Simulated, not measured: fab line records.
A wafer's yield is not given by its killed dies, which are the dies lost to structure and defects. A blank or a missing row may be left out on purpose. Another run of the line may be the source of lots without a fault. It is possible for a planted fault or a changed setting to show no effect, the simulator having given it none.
Chamber matching || flow n5-finfet || 4 sister chambers for N5_BEOL_M4_ETCH_70 on rie-diel-01
The step etches SOC in N2/H2, target depth 80 nm, overetch 24 nm, time 130 s. 4 wafers are shown with their chamber, then 7 later ones without.

## WAFERS, EACH WITH ITS CHAMBER
{"wafer": "L548.6", "chamber": 2, "drypump-motor-current-A (A)": 5.7}
{"wafer": "L551.2", "chamber": 3, "drypump-motor-current-A (A)": 6.2}
{"wafer": "L554.3", "chamber": 0, "drypump-motor-current-A (A)": 6.3}
{"wafer": "L554.4", "chamber": 1, "drypump-motor-current-A (A)": 5.0}

## WAFERS MISSING THEIR CHAMBER
{"wafer": "L554.6", "drypump-motor-current-A (A)": 6.2}
{"wafer": "L559.3", "drypump-motor-current-A (A)": 6.2}
{"wafer": "L559.4", "drypump-motor-current-A (A)": 5.6}
{"wafer": "L559.5", "drypump-motor-current-A (A)": 5.0}
{"wafer": "L561.2", "drypump-motor-current-A (A)": 5.1}
{"wafer": "L561.4", "drypump-motor-current-A (A)": 6.2}
{"wafer": "L561.6", "drypump-motor-current-A (A)": 5.1}

## EACH ONE'S CHAMBER
{"wafer": "L554.6", "from the rows above": "can't be placed: 3 or 0", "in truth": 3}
{"wafer": "L559.3", "from the rows above": "can't be placed: 3 or 0", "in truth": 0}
{"wafer": "L559.4", "from the rows above": 2, "in truth": 2}
{"wafer": "L559.5", "from the rows above": 1, "in truth": 1}
{"wafer": "L561.2", "from the rows above": 1, "in truth": 1}
{"wafer": "L561.4", "from the rows above": "can't be placed: 3 or 0", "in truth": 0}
{"wafer": "L561.6", "from the rows above": 1, "in truth": 1}
Placed correctly: 4 of 7. Unplaceable from these rows: 3, with the true chamber sitting among the candidates in 3. 0 placed wrongly.
How it was worked out, from the rows above alone: a wafer's distance from a chamber is the root of the sum, over the readings, of the square of ((its reading less the chamber's mean) divided by the reading's scatter). If the next closest chamber is less than 2 further off than the closest, the wafer can't be placed; otherwise it belongs to the closest. Each chamber's mean is taken over the wafers shown for it. The scatter: with one shown wafer a chamber, the root of the mean of the squares of how far each hidden wafer lies from its nearest shown one.
